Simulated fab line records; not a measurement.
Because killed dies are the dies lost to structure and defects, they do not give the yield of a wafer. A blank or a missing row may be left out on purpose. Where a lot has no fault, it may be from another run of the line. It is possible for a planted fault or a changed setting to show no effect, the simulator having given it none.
Chamber matching || flow n5-finfet || N5_FIN_SAQP_HM_DEP_03 on pecvd-02: 3 sister chambers
The step deposits SiNx from SiH4/NH3/N2, target thk 38 nm, time 33.6 s. 3 wafers are shown with their chamber, then 9 later ones without.

## WAFERS PAIRED WITH THEIR CHAMBERS
{"wafer": "L092.2", "chamber": 2, "showerhead-plenum-p-Torr (Torr)": 5.01}
{"wafer": "L092.3", "chamber": 0, "showerhead-plenum-p-Torr (Torr)": 5.21}
{"wafer": "L092.4", "chamber": 1, "showerhead-plenum-p-Torr (Torr)": 5.19}

## WAFERS MISSING THEIR CHAMBER
{"wafer": "L094.3", "showerhead-plenum-p-Torr (Torr)": 5.21}
{"wafer": "L094.4", "showerhead-plenum-p-Torr (Torr)": 5.20}
{"wafer": "L094.6", "showerhead-plenum-p-Torr (Torr)": 5.01}
{"wafer": "L095.4", "showerhead-plenum-p-Torr (Torr)": 5.21}
{"wafer": "L095.5", "showerhead-plenum-p-Torr (Torr)": 5.01}
{"wafer": "L095.6", "showerhead-plenum-p-Torr (Torr)": 5.17}
{"wafer": "L097.1", "showerhead-plenum-p-Torr (Torr)": 5.18}
{"wafer": "L097.4", "showerhead-plenum-p-Torr (Torr)": 5.19}
{"wafer": "L097.6", "showerhead-plenum-p-Torr (Torr)": 5.21}

## THE CHAMBER EACH PASSED THROUGH
{"wafer": "L094.3", "from the rows above": 0, "in truth": 0}
{"wafer": "L094.4", "from the rows above": "can't be placed: 0 or 1", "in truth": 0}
{"wafer": "L094.6", "from the rows above": 2, "in truth": 2}
{"wafer": "L095.4", "from the rows above": 0, "in truth": 0}
{"wafer": "L095.5", "from the rows above": 2, "in truth": 2}
{"wafer": "L095.6", "from the rows above": 1, "in truth": 1}
{"wafer": "L097.1", "from the rows above": 1, "in truth": 1}
{"wafer": "L097.4", "from the rows above": 1, "in truth": 1}
{"wafer": "L097.6", "from the rows above": 0, "in truth": 0}
Correct placement for 8 of the 9. Not placeable from these rows: 1 (in 1, the candidates include the true chamber). 0 placed wrongly.
How it was worked out, from the rows above alone: a wafer's distance from a chamber is the root of the sum, over the readings, of the square of ((its reading less the chamber's mean) divided by the reading's scatter). The wafer belongs to the nearest chamber; if the next one is less than 2 further off, it can't be placed. A chamber's mean is the mean of its shown wafers. The scatter: with one shown wafer a chamber, the root of the mean of the squares of how far each hidden wafer lies from its nearest shown one.
